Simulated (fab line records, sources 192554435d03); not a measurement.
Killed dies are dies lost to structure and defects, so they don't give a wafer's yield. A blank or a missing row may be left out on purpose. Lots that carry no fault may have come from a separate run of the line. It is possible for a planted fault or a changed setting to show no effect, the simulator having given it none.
What tool caused it? + flow n5Finfet + 72 wafers from 24 lots sampled at 6 of the route's 1938 steps

== WHAT EACH GAUGE READ, for each wafer ==
N5_MOL_CONTACT_COAG_THK_MEAS_53.
| lot  | measured     | on           | VIA_MOL_THK (nm) |
|------|--------------|--------------|------------------|
| L074 | day 5 07:39  | filmMetro-02 | 44.2 44.8 44.4   |
| L075 | day 5 10:47  | filmMetro-02 | 43.9 43.5 44.4   |
| L076 | day 5 19:37  | filmMetro-01 | 43.6 43.6 44.8   |
| L077 | day 6 02:40  | filmMetro-01 | 43.3 45.1 44.5   |
| L078 | day 6 03:00  | filmMetro-02 | 44.0 44.4 45.1   |
| L079 | day 6 13:30  | filmMetro-01 | 43.4 43.9 44.6   |
| L080 | day 6 17:38  | filmMetro-01 | 43.5 43.0 43.1   |
| L081 | day 7 00:04  | filmMetro-01 | 43.1 43.4 43.3   |
| L082 | day 7 10:47  | filmMetro-01 | 43.4 43.8 44.0   |
| L083 | day 7 11:23  | filmMetro-02 | 44.5 43.6 43.6   |
| L084 | day 8 01:05  | filmMetro-02 | 43.7 42.8 43.8   |
| L085 | day 8 01:24  | filmMetro-01 | 43.2 43.7 43.9   |
| L086 | day 8 04:59  | filmMetro-02 | 44.1 44.1 44.8   |
| L087 | day 8 10:44  | filmMetro-01 | 43.5 44.5 44.1   |
| L088 | day 8 19:18  | filmMetro-02 | 43.3 44.6 43.8   |
| L089 | day 9 00:38  | filmMetro-01 | 43.4 43.8 44.2   |
| L090 | day 9 05:23  | filmMetro-01 | 43.1 43.3 43.7   |
| L091 | day 9 12:10  | filmMetro-01 | 45.9 45.7 44.9   |
| L092 | day 9 15:08  | filmMetro-01 | 43.9 44.9 45.6   |
| L093 | day 10 00:27 | filmMetro-02 | 43.9 44.9 45.2   |
| L094 | day 10 06:42 | filmMetro-02 | 43.1 43.9 43.2   |
| L095 | day 10 17:17 | filmMetro-02 | 44.9 45.5 45.1   |
| L096 | day 10 19:53 | filmMetro-02 | 43.7 44.3 44.6   |
| L097 | day 11 05:46 | filmMetro-02 | 43.5 44.4 44.7   |

N5_BEOL_M0_SAQP_CD_MEAS_29: target cd 14.4 nm.
| lot  | measured     | on       | cdNm (nm)         |
|------|--------------|----------|-------------------|
| L074 | day 5 16:50  | cdSem-02 | 14.65 14.67 15.03 |
| L075 | day 5 20:49  | cdSem-02 | 14.78 14.78 14.96 |
| L076 | day 6 05:26  | cdSem-01 | 15.22 15.13 15.02 |
| L077 | day 6 11:41  | cdSem-02 | 14.61 15.26 14.97 |
| L078 | day 6 15:00  | cdSem-03 | 15.23 14.74 14.90 |
| L079 | day 6 21:23  | cdSem-01 | 15.10 14.80 15.29 |
| L080 | day 7 01:55  | cdSem-03 | 14.89 14.93 14.92 |
| L081 | day 7 08:05  | cdSem-03 | 15.06 14.72 14.95 |
| L082 | day 7 23:19  | cdSem-03 | 14.96 14.70 14.95 |
| L083 | day 7 23:51  | cdSem-02 | 14.85 15.39 14.85 |
| L084 | day 8 08:59  | cdSem-01 | 14.75 15.03 14.88 |
| L085 | day 8 12:26  | cdSem-02 | 14.81 15.27 14.45 |
| L086 | day 8 16:57  | cdSem-02 | 14.68 15.14 15.11 |
| L087 | day 8 19:04  | cdSem-02 | 15.23 14.58 14.53 |
| L088 | day 9 05:40  | cdSem-01 | 15.05 14.96 14.88 |
| L089 | day 9 11:08  | cdSem-03 | 14.72 14.90 14.74 |
| L090 | day 9 15:04  | cdSem-02 | 15.17 15.50 14.90 |
| L091 | day 9 20:29  | cdSem-02 | 14.66 14.55 15.14 |
| L092 | day 10 02:10 | cdSem-01 | 15.24 15.09 14.63 |
| L093 | day 10 09:18 | cdSem-01 | 14.90 14.65 14.79 |
| L094 | day 10 16:45 | cdSem-02 | 15.15 15.00 15.31 |
| L095 | day 11 02:48 | cdSem-02 | 14.98 14.92 15.22 |
| L096 | day 11 04:53 | cdSem-02 | 15.01 15.35 14.63 |
| L097 | day 11 15:46 | cdSem-02 | 14.69 14.86 14.70 |

== EACH LOT AND THE TOOL THAT RAN IT (in order: tool; ch and the chambers of the sampled wafers; start) ==
| lot  | N5_BEOL_M0_SAQP_PECVD_00        | N5_BEOL_M0_SAQP_PECVD_03        | N5_BEOL_M0_SAQP_HM_DEP_111      | N5_BEOL_M0_SAQP_RECESS_114        |
|------|---------------------------------|---------------------------------|---------------------------------|-----------------------------------|
| L074 | pecvd-03 ch 0,1, day 5 11:02    | pecvd-03 ch 1,2, day 5 12:38    | pecvd-01 ch 0,1,2, day 5 12:53  | vaporEtch-02 ch 0,1, day 5 13:49  |
| L075 | pecvd-03 ch 0,2, day 5 14:10    | pecvd-03 ch 0,1,2, day 5 16:11  | pecvd-02 ch 0,1, day 5 16:27    | vaporEtch-02 ch 0,1, day 5 17:43  |
| L076 | pecvd-03 ch 0,2, day 5 23:01    | pecvd-02 ch 1,2, day 6 01:14    | pecvd-03 ch 0,1, day 6 01:29    | vaporEtch-02 ch 0,1, day 6 02:38  |
| L077 | pecvd-03 ch 0,1, day 6 06:03    | pecvd-02 ch 0,1, day 6 07:16    | pecvd-02 ch 1,2, day 6 07:31    | vaporEtch-01 ch 0,1, day 6 08:41  |
| L078 | pecvd-02 ch 0,1,2, day 6 09:03  | pecvd-02 ch 0,2, day 6 10:11    | pecvd-03 ch 0,1, day 6 10:26    | vaporEtch-01 ch 0,1, day 6 11:21  |
| L079 | pecvd-01 ch 0,1,2, day 6 16:54  | pecvd-03 ch 0,1,2, day 6 17:21  | pecvd-01 ch 0,2, day 6 17:35    | vaporEtch-02 ch 0, day 6 18:31    |
| L080 | pecvd-01 ch 0,2, day 6 21:02    | pecvd-03 ch 0,1,2, day 6 21:55  | pecvd-01 ch 0,2, day 6 22:10    | vaporEtch-01 ch 0,1, day 6 23:05  |
| L081 | pecvd-01 ch 0,2, day 7 03:27    | pecvd-03 ch 0,2, day 7 04:02    | pecvd-02 ch 0,2, day 7 04:17    | vaporEtch-01 ch 1, day 7 05:16    |
| L082 | pecvd-02 ch 1,2, day 7 14:10    | pecvd-01 ch 0,1, day 7 15:44    | pecvd-02 ch 0,1,2, day 7 15:59  | vaporEtch-01 ch 1, day 7 17:02    |
| L083 | pecvd-03 ch 1,2, day 7 17:10    | pecvd-02 ch 0,1, day 7 17:35    | pecvd-03 ch 0,2, day 7 17:50    | vaporEtch-02 ch 0,1, day 7 19:08  |
| L084 | pecvd-02 ch 0,1,2, day 8 04:29  | pecvd-01 ch 0,1,2, day 8 04:49  | pecvd-01 ch 0,1,2, day 8 05:04  | vaporEtch-02 ch 0,1, day 8 06:12  |
| L085 | pecvd-02 ch 0,2, day 8 07:28    | pecvd-03 ch 1,2, day 8 08:13    | pecvd-01 ch 0,1,2, day 8 08:28  | vaporEtch-02 ch 0,1, day 8 09:37  |
| L086 | pecvd-01 ch 0,1, day 8 10:28    | pecvd-01 ch 1,2, day 8 12:01    | pecvd-01 ch 0,1, day 8 12:15    | vaporEtch-02 ch 0,1, day 8 13:25  |
| L087 | pecvd-03 ch 0,1, day 8 14:07    | pecvd-01 ch 0,1, day 8 14:22    | pecvd-02 ch 0,2, day 8 14:41    | vaporEtch-02 ch 0,1, day 8 15:50  |
| L088 | pecvd-03 ch 0,1,2, day 8 22:41  | pecvd-02 ch 0,2, day 9 00:39    | pecvd-01 ch 0,1, day 9 00:53    | vaporEtch-02 ch 0,1, day 9 02:01  |
| L089 | pecvd-02 ch 1,2, day 9 04:02    | pecvd-01 ch 0,1, day 9 05:07    | pecvd-02 ch 0,1, day 9 05:21    | vaporEtch-02 ch 0,1, day 9 07:36  |
| L090 | pecvd-02 ch 0,2, day 9 08:47    | pecvd-01 ch 0,1, day 9 09:34    | pecvd-02 ch 0,1,2, day 9 09:49  | vaporEtch-02 ch 0,1, day 9 10:44  |
| L091 | pecvd-01 ch 0,1,2, day 9 15:33  | pecvd-03 ch 0,1,2, day 9 16:21  | pecvd-01 ch 0,1,2, day 9 16:37  | vaporEtch-02 ch 0,1, day 9 17:37  |
| L092 | pecvd-02 ch 0,2, day 9 18:32    | pecvd-02 ch 0,2, day 9 19:56    | pecvd-01 ch 0,1,2, day 9 20:11  | vaporEtch-02 ch 0,1, day 9 21:39  |
| L093 | pecvd-03 ch 0,1,2, day 10 03:51 | pecvd-01 ch 0,1,2, day 10 05:07 | pecvd-02 ch 0,1,2, day 10 05:22 | vaporEtch-02 ch 0,1, day 10 06:29 |
| L094 | pecvd-01 ch 0,2, day 10 10:05   | pecvd-03 ch 1,2, day 10 11:18   | pecvd-02 ch 1,2, day 10 11:33   | vaporEtch-02 ch 0,1, day 10 12:36 |
| L095 | pecvd-03 ch 0,1,2, day 10 20:41 | pecvd-03 ch 0,1,2, day 10 21:21 | pecvd-02 ch 0,1,2, day 10 21:37 | vaporEtch-01 ch 0,1, day 10 22:45 |
| L096 | pecvd-03 ch 1,2, day 10 23:40   | pecvd-01 ch 0,2, day 11 00:20   | pecvd-03 ch 0,1, day 11 00:34   | vaporEtch-01 ch 0,1, day 11 02:11 |
| L097 | pecvd-01 ch 0,2, day 11 09:09   | pecvd-03 ch 0,1,2, day 11 10:28 | pecvd-01 ch 1,2, day 11 10:43   | vaporEtch-01 ch 0,1, day 11 12:40 |
- N5_BEOL_M0_SAQP_PECVD_00: deposits SiCN from 3MS/NH3, target thk 8 nm, time 14 s.
- N5_BEOL_M0_SAQP_PECVD_03: deposits SiCN from 3MS/NH3, target thk 12 nm, time 21.1 s.
- N5_BEOL_M0_SAQP_HM_DEP_111: deposits SiO2 from SiH4/N2O, target thk 12 nm, time 7.2 s.
- N5_BEOL_M0_SAQP_RECESS_114: chemistry HF/NH3, target SiO2, target depth 14.4 nm, afs cycles 3, sublimation time 60 s.

== AS READ BY THE TOOLS THEMSELVES (means over the sampled wafers that have a number; for cases with no such wafer, the mark the record gives instead) ==
N5_BEOL_M0_SAQP_PECVD_00.
| lot  | tool     | chamberPressureTorr (Torr) | showerheadPlenumPTorr (Torr) | throttleValvePct (%) |
|------|----------|----------------------------|------------------------------|----------------------|
| L074 | pecvd-03 | 2.997                      | 3.662                        | 9.6                  |
| L075 | pecvd-03 | 2.992                      | 3.673                        | 9.0                  |
| L076 | pecvd-03 | 3.007                      | 3.667                        | 8.6                  |
| L077 | pecvd-03 | 2.999                      | 3.663                        | 9.5                  |
| L078 | pecvd-02 | 3.003                      | 3.657                        | 9.5                  |
| L079 | pecvd-01 | 2.997                      | 3.657                        | 9.3                  |
| L080 | pecvd-01 | 3.004                      | 3.648                        | 8.8                  |
| L081 | pecvd-01 | 2.995                      | 3.655                        | 8.8                  |
| L082 | pecvd-02 | 2.999                      | 3.660                        | 9.1                  |
| L083 | pecvd-03 | 3.002                      | 3.668                        | 8.7                  |
| L084 | pecvd-02 | 3.000                      | 3.655                        | 9.5                  |
| L085 | pecvd-02 | 2.999                      | 3.659                        | 9.1                  |
| L086 | pecvd-01 | 2.999                      | 3.667                        | 9.4                  |
| L087 | pecvd-03 | 2.999                      | 3.665                        | 9.5                  |
| L088 | pecvd-03 | 3.000                      | 3.671                        | 9.2                  |
| L089 | pecvd-02 | 2.998                      | 3.657                        | 9.2                  |
| L090 | pecvd-02 | 2.995                      | 3.665                        | 9.1                  |
| L091 | pecvd-01 | 3.003                      | 3.662                        | 9.3                  |
| L092 | pecvd-02 | 3.000                      | 3.662                        | 9.2                  |
| L093 | pecvd-03 | 3.007                      | 3.667                        | 9.2                  |
| L094 | pecvd-01 | 3.011                      | 3.657                        | 8.8                  |
| L095 | pecvd-03 | 3.005                      | 3.661                        | 9.2                  |
| L096 | pecvd-03 | 3.008                      | 3.666                        | 8.8                  |
| L097 | pecvd-01 | 3.000                      | 3.656                        | 8.8                  |

N5_BEOL_M0_SAQP_PECVD_03.
| lot  | tool     | chamberPressureTorr (Torr) | showerheadPlenumPTorr (Torr) | throttleValvePct (%) |
|------|----------|----------------------------|------------------------------|----------------------|
| L074 | pecvd-03 | 3.007                      | 3.665                        | 8.5                  |
| L075 | pecvd-03 | 3.001                      | 3.665                        | 9.1                  |
| L076 | pecvd-02 | 2.997                      | 3.655                        | 9.4                  |
| L077 | pecvd-02 | 2.997                      | 3.658                        | 10.0                 |
| L078 | pecvd-02 | 2.997                      | 3.657                        | 9.3                  |
| L079 | pecvd-03 | 2.998                      | 3.669                        | 9.1                  |
| L080 | pecvd-03 | 2.993                      | 3.668                        | 9.0                  |
| L081 | pecvd-03 | 2.992                      | 3.668                        | 8.6                  |
| L082 | pecvd-01 | 3.004                      | 3.666                        | 9.6                  |
| L083 | pecvd-02 | 3.004                      | 3.654                        | 9.9                  |
| L084 | pecvd-01 | 3.000                      | 3.660                        | 9.4                  |
| L085 | pecvd-03 | 3.000                      | 3.665                        | 8.7                  |
| L086 | pecvd-01 | 3.002                      | 3.651                        | 9.3                  |
| L087 | pecvd-01 | 3.003                      | 3.664                        | 9.3                  |
| L088 | pecvd-02 | 2.995                      | 3.657                        | 9.1                  |
| L089 | pecvd-01 | 3.011                      | 3.665                        | 9.2                  |
| L090 | pecvd-01 | 3.003                      | 3.665                        | 9.7                  |
| L091 | pecvd-03 | 3.003                      | 3.665                        | 9.2                  |
| L092 | pecvd-02 | 3.007                      | 3.656                        | 9.6                  |
| L093 | pecvd-01 | 2.998                      | 3.658                        | 9.3                  |
| L094 | pecvd-03 | 3.005                      | 3.662                        | 9.1                  |
| L095 | pecvd-03 | 3.002                      | 3.668                        | 9.2                  |
| L096 | pecvd-01 | 3.002                      | 3.652                        | 8.8                  |
| L097 | pecvd-03 | 3.001                      | 3.665                        | 9.0                  |

N5_BEOL_M0_SAQP_HM_DEP_111.
| lot  | tool     | chamberPressureTorr (Torr) | heaterPowerW (W) | showerheadPlenumPTorr (Torr) |
|------|----------|----------------------------|------------------|------------------------------|
| L074 | pecvd-01 | 0.7509                     | 688              | 8.09                         |
| L075 | pecvd-02 | 0.7508                     | 701              | 8.03                         |
| L076 | pecvd-03 | 0.7498                     | 781              | 8.16                         |
| L077 | pecvd-02 | 0.7480                     | 651              | 8.07                         |
| L078 | pecvd-03 | 0.7498                     | 698              | 8.16                         |
| L079 | pecvd-01 | 0.7495                     | 711              | 8.02                         |
| L080 | pecvd-01 | 0.7507                     | 763              | 8.05                         |
| L081 | pecvd-02 | 0.7492                     | 742              | 8.10                         |
| L082 | pecvd-02 | 0.7493                     | 682              | 8.07                         |
| L083 | pecvd-03 | 0.7497                     | 791              | 8.18                         |
| L084 | pecvd-01 | 0.7498                     | 718              | 8.08                         |
| L085 | pecvd-01 | 0.7491                     | 682              | 8.10                         |
| L086 | pecvd-01 | 0.7513                     | 686              | 8.18                         |
| L087 | pecvd-02 | 0.7486                     | 723              | 8.07                         |
| L088 | pecvd-01 | 0.7514                     | 729              | 8.17                         |
| L089 | pecvd-02 | 0.7502                     | 639              | 8.04                         |
| L090 | pecvd-02 | 0.7504                     | 690              | 8.07                         |
| L091 | pecvd-01 | 0.7510                     | 684              | 8.10                         |
| L092 | pecvd-01 | 0.7505                     | 696              | 8.09                         |
| L093 | pecvd-02 | 0.7493                     | 686              | 8.08                         |
| L094 | pecvd-02 | 0.7487                     | 660              | 8.08                         |
| L095 | pecvd-02 | 0.7512                     | 661              | 8.07                         |
| L096 | pecvd-03 | 0.7501                     | 718              | 8.14                         |
| L097 | pecvd-01 | 0.7516                     | 682              | 8.15                         |

N5_BEOL_M0_SAQP_RECESS_114.
| lot  | tool         | drypumpMotorCurrentA (A) |
|------|--------------|--------------------------|
| L074 | vaporEtch-02 | 5.3                      |
| L075 | vaporEtch-02 | 5.5                      |
| L076 | vaporEtch-02 | 5.5                      |
| L077 | vaporEtch-01 | 5.7                      |
| L078 | vaporEtch-01 | 5.9                      |
| L079 | vaporEtch-02 | 5.7                      |
| L080 | vaporEtch-01 | 5.7                      |
| L081 | vaporEtch-01 | 6.0                      |
| L082 | vaporEtch-01 | 6.0                      |
| L083 | vaporEtch-02 | 5.3                      |
| L084 | vaporEtch-02 | 5.3                      |
| L085 | vaporEtch-02 | 5.5                      |
| L086 | vaporEtch-02 | 5.3                      |
| L087 | vaporEtch-02 | 5.3                      |
| L088 | vaporEtch-02 | 5.3                      |
| L089 | vaporEtch-02 | 5.5                      |
| L090 | vaporEtch-02 | 5.5                      |
| L091 | vaporEtch-02 | 5.3                      |
| L092 | vaporEtch-02 | 5.3                      |
| L093 | vaporEtch-02 | 5.3                      |
| L094 | vaporEtch-02 | 5.3                      |
| L095 | vaporEtch-01 | 5.7                      |
| L096 | vaporEtch-01 | 5.9                      |
| L097 | vaporEtch-01 | 5.9                      |

== THE ANSWER, worked out from the rows above alone ==
Rule: what is usual is taken from the lots themselves. The widest of any qualifying gaps counts: lots, ordered by their means at a reading, are off when they make up no more than a third of the lots, leave a main group of 4 or more, and stand apart from it by 3 or more times the standard deviation of that group's means. A main group whose means are all the same, to the digits that the tables above print for the reading, isn't used. Also off: a lot with no number at a reading for which 4 or more lots have one. Where the step has rows for the other lots, those lots are counted as sound. The gauges are gone through in route order, then the tools' own readings, and for those a lot's mean is taken as printed above. The first step at which some lot is off is used, and at that step the reading that is off furthest; a lot without a number counts as furthest.
Nothing can be told from this: no lot is off at any reading shown.

== WHAT WAS PUT IN BY THE SIMULATOR ==
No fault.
